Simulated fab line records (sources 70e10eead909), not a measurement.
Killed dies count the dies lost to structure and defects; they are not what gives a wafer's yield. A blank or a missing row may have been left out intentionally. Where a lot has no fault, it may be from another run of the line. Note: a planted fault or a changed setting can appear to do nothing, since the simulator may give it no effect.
Chamber matching	flow nand-harc	4 sister chambers for NHARC_P_ZERO_WELL_DESCUM_13 on rie-diel-06
The step chemistry O2, time 3 s. 16 wafers are shown with their chamber, then 8 later ones without.

== EACH WAFER AND ITS CHAMBER ==
wafer	chamber	showerhead-plenum-p-Torr (Torr)	oes-product-au (a.u.)	throttle-valve-pct (%)
L077.1	3	2.02	1.000	11.309
L077.4	0	2.05	0.985	11.323
L077.6	2	1.84	0.986	11.315
L078.2	3	2.01	0.998	11.317
L078.3	2	1.84	0.987	11.315
L078.6	1	1.97	0.989	11.309
L084.4	3	2.01	1.006	11.299
L084.5	0	2.05	1.022	11.309
L084.6	3	2.01	1.003	11.312
L086.1	1	1.97	0.996	11.321
L086.2	2	1.84	1.001	11.319
L086.4	0	2.05	1.027	11.317
L091.1	3	2.01	0.999	11.301
L091.3	1	1.97	0.996	11.308
L091.4	0	2.04	1.014	11.315
L093.1	0	2.04	1.018	11.315

SIGNATURES (averages over the wafers above)
reading	chamber 0	chamber 1	chamber 2	chamber 3	scatter within a chamber
showerhead-plenum-p-Torr	2.0460	1.9700	1.8400	2.0120	0.00408
oes-product-au	1.01320	0.99367	0.99133	1.00120	0.0104
throttle-valve-pct	11.31580	11.31267	11.31633	11.30760	0.00608
Rule: distance of a wafer from a chamber = root of the sum over the readings of ((wafer's reading minus chamber's mean) / reading's scatter) squared. If the next closest chamber is less than 2 further off than the closest, the wafer can't be placed; otherwise it belongs to the closest. How the scatter is found: for the shown wafers, subtract from each reading the mean of its chamber, square and add these, divide the total by (wafers less chambers), then take the root.

== WAFERS WITHOUT THEIR CHAMBER ==
wafer	showerhead-plenum-p-Torr (Torr)	oes-product-au (a.u.)	throttle-valve-pct (%)
L093.4	2.01	0.993	11.312
L093.6	2.01	0.997	11.311
L094.2	1.83	1.015	11.298
L094.3	1.97	1.002	11.279
L094.4	2.01	0.996	11.308
L096.1	1.84	1.004	11.287
L096.3	1.97	0.990	11.318
L096.4	2.01	0.982	11.322

== WHICH CHAMBER EACH WENT THROUGH ==
wafer	from the rows above	in truth
L093.4	3	3
L093.6	3	3
L094.2	2	2
L094.3	1	1
L094.4	3	3
L096.1	2	2
L096.3	1	1
L096.4	3	3
8 of 8 placed correctly. From these rows, 0 cannot be placed. Wrongly placed: 0.
